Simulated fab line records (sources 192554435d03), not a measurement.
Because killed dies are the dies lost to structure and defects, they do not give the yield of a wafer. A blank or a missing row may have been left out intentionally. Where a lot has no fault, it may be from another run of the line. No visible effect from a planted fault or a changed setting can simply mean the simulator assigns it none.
Struck lot and sound lot, side by side + flow n5_finfet + 43 steps out of a route of 1938
Sound: these wafers, L717.3, L717.4, L717.5. Wafers L724.1, L724.2, L724.6 were the ones struck. The cause is named last.
At each step with rows: each side's tool, then ch and its chambers, then its first start. Under that, the readings that differ: sound wafers + struck wafers + difference of the means + sigmas: that difference in standard deviations of wafers without a fault.
alike: readings whose means differ by less than 2 such deviations, and words and numbers that are the same on both sides. not compared: withheld readings, readings that some wafer has no value for, bounds like >300 that may hide the same value, and numbers for which the record gives no deviation and whose values overlap.
A row with sigmas, a row that says differs or no value, or rows on one side alone: a step with any of these is where the two part. Non-overlapping numbers with no deviation appear without sigmas and do not part them. A reading that every wafer of one side lacks parts them only if that side has two wafers or more.

first, 8 steps without rows for these wafers: N5_WELL_APT_HMDS_01 (time 60 s); N5_WELL_APT_COAT_02 (resist thk 950 nm); N5_WELL_APT_EBR_04; N5_WELL_APT_SOFTBAKE_03 (time 60 s); N5_WELL_APT_EXPOSE_05 (exposes mask NWELL, defocus 0 nm, target cd 200 nm); N5_WELL_APT_PEB_06 (peb time 90 s); N5_WELL_APT_DEVELOP_07 (develop time 45 s); N5_WELL_APT_HARDBAKE_12 (time 120 s).
N5_WELL_APT_CD_MEAS_08: the cd target is 200 nm.
  sound on cd_sem-03 ch 0, day 2 20:29; struck on cd_sem-03 ch 0, day 4 13:43
  alike: cd_nm
N5_WELL_APT_OVL_MEAS_09:
  sound on overlay-01 ch 0, day 2 20:31; struck on overlay-02 ch 0, day 4 13:45
  alike: NWELL_OVL
N5_WELL_APT_INSPECT_10: inspects for defects (macro).
  sound on defect_inspect-01, day 2 20:32; struck on defect_inspect-01, day 4 13:47
  alike: raw_defect_count
N5_WELL_APT_DESCUM_13: chemistry O2, time 7.9 s.
  sound on rie_diel-02 ch 0,1,3, day 2 20:34; struck on rie_diel-04 ch 0,1,2, day 4 13:49
  alike: drypump_motor_current_A, oes_product_au, rf_vpp_V, showerhead_plenum_p_Torr, throttle_valve_pct
  not compared: rf_hours_counter_h
N5_WELL_APT_IMPLANT_14:
  sound on implanter-01 ch 0, day 2 20:44; struck on implanter-01 ch 0, day 4 13:55
| reading            | sound                         | struck                           | difference  | sigmas      |
|--------------------|-------------------------------|----------------------------------|-------------|-------------|
| dose_ions_cm2      | 1.5e+13 1.5006e+13 1.5018e+13 | 2.4999e+13 2.5004e+13 2.4993e+13 | +9.9907e+12 | +99 or more |
| faraday_current_uA | 184 188 190                   | 312 307 313                      | +123        | +37         |
then, 10 steps without rows for these wafers: N5_WELL_APT_IMPLANT_15; N5_WELL_APT_STRIP_16 (strips in SPM, time 900 s); N5_WELL_APT_HMDS_18 (time 60 s); N5_WELL_APT_COAT_19 (resist thk 950 nm); N5_WELL_APT_EBR_21; N5_WELL_APT_SOFTBAKE_20 (time 60 s); N5_WELL_APT_EXPOSE_22 (exposes mask PWELL, defocus 0 nm, target cd 200 nm); N5_WELL_APT_PEB_23 (peb time 90 s); N5_WELL_APT_DEVELOP_24 (develop time 45 s); N5_WELL_APT_HARDBAKE_29 (time 120 s).
N5_WELL_APT_CD_MEAS_25: the cd target is 200 nm.
  sound on cd_sem-02 ch 0, day 2 21:37; struck on cd_sem-02 ch 0, day 4 14:58
  alike: cd_nm
N5_WELL_APT_OVL_MEAS_26:
  sound on overlay-01 ch 0, day 2 21:38; struck on overlay-02 ch 0, day 4 15:00
  alike: PWELL_OVL
N5_WELL_APT_INSPECT_27: inspects for defects (macro).
  sound on defect_inspect-02, day 2 21:40; struck on defect_inspect-01, day 4 15:01
  alike: raw_defect_count
N5_WELL_APT_DESCUM_30: chemistry O2, time 7.9 s.
  sound on rie_diel-02 ch 0,2, day 2 22:03; struck on rie_diel-02 ch 0,1,2, day 4 15:05
  alike: drypump_motor_current_A, oes_product_au, rf_vpp_V, showerhead_plenum_p_Torr, throttle_valve_pct
  not compared: rf_hours_counter_h
then, 3 steps without rows for these wafers: N5_WELL_APT_IMPLANT_31; N5_WELL_APT_IMPLANT_32; N5_WELL_APT_STRIP_33 (strips in SPM, time 900 s).
N5_WELL_APT_RTA_34: time 10 s.
  sound on rtp_anneal-01 ch 0, day 2 22:51; struck on rtp_anneal-01 ch 0, day 4 15:58
  alike: lamp_power_pct, wafer_temp_C_max
then, 4 steps without rows for these wafers: N5_WELL_APT_OXIDE_STRIP_42 (strips SiO2 in dHF, time 45 s, target depth 12 nm); N5_WELL_APT_PRECLEAN_36 (cleans in O3/DIW, time 45 s); N5_WELL_APT_PRECLEAN_39 (cleans in dHF, time 60 s); N5_WELL_APT_SRD_37 (time 30 s).
N5_WELL_APT_EPI_41: deposits Si from SiH4/H2, target thk 50 nm, time 297.7 s.
  sound on epi_rpcvd-02 ch 0, day 2 23:16; struck on epi_rpcvd-02 ch 0, day 4 16:13
  alike: throttle_valve_pct
N5_WELL_APT_INSPECT_38: inspects for defects (darkfield).
  sound on defect_inspect-02, day 2 23:42; struck on defect_inspect-01, day 4 16:51
  alike: raw_defect_count
N5_PMOS_HMC_CHANNEL_EPI_HM_DEP_34: deposits SiO2 from TEOS/O2, target thk 36 nm, time 6.9 s.
  sound on pecvd-02 ch 0,1,2, day 2 23:44; struck on pecvd-04 ch 1,2, day 4 16:53
  alike: heater_power_w, showerhead_plenum_p_Torr, throttle_valve_pct
then, 4 steps without rows for these wafers: N5_PMOS_HMC_CHANNEL_EPI_COAT_31 (time 60 s, resist thk 66 nm); N5_PMOS_HMC_CHANNEL_EPI_COAT_03 (resist thk 205 nm); N5_PMOS_HMC_CHANNEL_EPI_EBR_05; N5_PMOS_HMC_CHANNEL_EPI_SOFTBAKE_04 (time 60 s).
-- the record jumps here: 7 days lie between the struck wafers' starts before and after (it left off in module PMOS_HMC_CHANNEL_EPI and takes up again in module BEOL_M4, whose first step shown is number 1111 of the route) --
N5_BEOL_M4_RC_MEAS_101:
  sound on prober-01 ch 0, day 9 12:52; struck on prober-01 ch 0, day 11 22:24
| reading           | sound          | struck      | difference | sigmas |
|-------------------|----------------|-------------|------------|--------|
| RS_NWELL (ohm/sq) | 1023 1030 1031 | 782 783 776 | -248       | -35    |
  alike: DIBL_N, DIBL_P, IOFF_N, IOFF_P, ION_N, ION_P, SS_N, SS_P, VT_N, VT_P

== WHERE THEY PART ==
Last at N5_BEOL_M4_RC_MEAS_101 as far as this record goes, first at N5_WELL_APT_IMPLANT_14.

WHY: the cause the simulator had injected
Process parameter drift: implanter-01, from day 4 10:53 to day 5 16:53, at N5_WELL_APT_IMPLANT_14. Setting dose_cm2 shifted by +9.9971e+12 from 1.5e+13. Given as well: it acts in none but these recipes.
